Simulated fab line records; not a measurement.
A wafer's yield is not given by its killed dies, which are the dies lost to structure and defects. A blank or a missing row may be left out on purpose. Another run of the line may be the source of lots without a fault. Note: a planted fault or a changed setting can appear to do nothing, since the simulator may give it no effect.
Matching of chambers ; flow n5 finfet ; N5_HKMG_FIN_STRIP_89 on rie diel-02 has 4 sister chambers
The step strips SOC in N2/H2, time 20 s. 20 wafers are shown with their chamber, then 10 later ones without.

== WAFERS PAIRED WITH THEIR CHAMBERS ==
wafer;chamber;drypump motor current A (A);showerhead plenum p Torr (Torr);throttle valve pct (%)
L074.1;3;6.8;3.58;19.3
L074.5;2;6.5;3.26;18.9
L074.6;3;6.8;3.58;19.3
L075.3;0;5.3;3.58;18.8
L075.4;3;6.8;3.57;19.3
L075.6;2;6.5;3.25;18.9
L078.1;0;5.3;3.57;18.8
L078.2;3;6.8;3.57;19.4
L078.4;2;6.5;3.25;19.0
L080.1;3;6.8;3.57;19.3
L080.5;3;6.8;3.57;19.4
L080.6;2;6.5;3.25;19.0
L082.4;3;6.8;3.56;19.4
L082.5;0;5.3;3.57;18.8
L082.6;3;6.8;3.56;19.4
L087.1;3;6.8;3.56;19.4
L087.2;1;5.7;3.31;18.9
L087.3;0;5.3;3.56;18.9
L088.3;1;5.6;3.31;18.9
L088.4;2;6.5;3.24;19.0

SIGNATURES (means of the wafers above)
reading;chamber 0;chamber 1;chamber 2;chamber 3;scatter within a chamber
drypump motor current A;5.300;5.650;6.500;6.800;0.0177
showerhead plenum p Torr;3.5700;3.3100;3.2500;3.5689;0.00745
throttle valve pct;18.825;18.900;18.960;19.356;0.0511
Rule: distance of a wafer from a chamber = root of the sum over the readings of ((wafer's reading minus chamber's mean) / reading's scatter) squared. The wafer belongs to the nearest chamber; if the next one is less than 2 further off, it can't be placed. The scatter: the root of (the sum of the squares of (reading less its chamber's mean) over the shown wafers, divided by (wafers less chambers)).

== WAFERS MISSING THEIR CHAMBER ==
wafer;drypump motor current A (A);showerhead plenum p Torr (Torr);throttle valve pct (%)
L088.5;5.3;3.56;18.9
L094.1;6.8;3.55;19.4
L094.4;6.5;3.23;19.0
L094.6;5.3;3.55;18.9
L095.1;5.7;3.30;18.9
L095.4;6.8;3.55;19.4
L095.6;6.5;3.23;19.0
L097.3;5.6;3.30;18.9
L097.4;6.8;3.54;19.4
L097.6;6.8;3.54;19.4

== CHAMBER TAKEN BY EACH ==
wafer;from the rows above;in truth
L088.5;0;0
L094.1;3;3
L094.4;2;2
L094.6;0;0
L095.1;1;1
L095.4;3;3
L095.6;2;2
L097.3;1;1
L097.4;3;3
L097.6;3;3
Placed correctly: 10 of 10. Left unplaced by these rows: 0. Wrongly placed: 0.
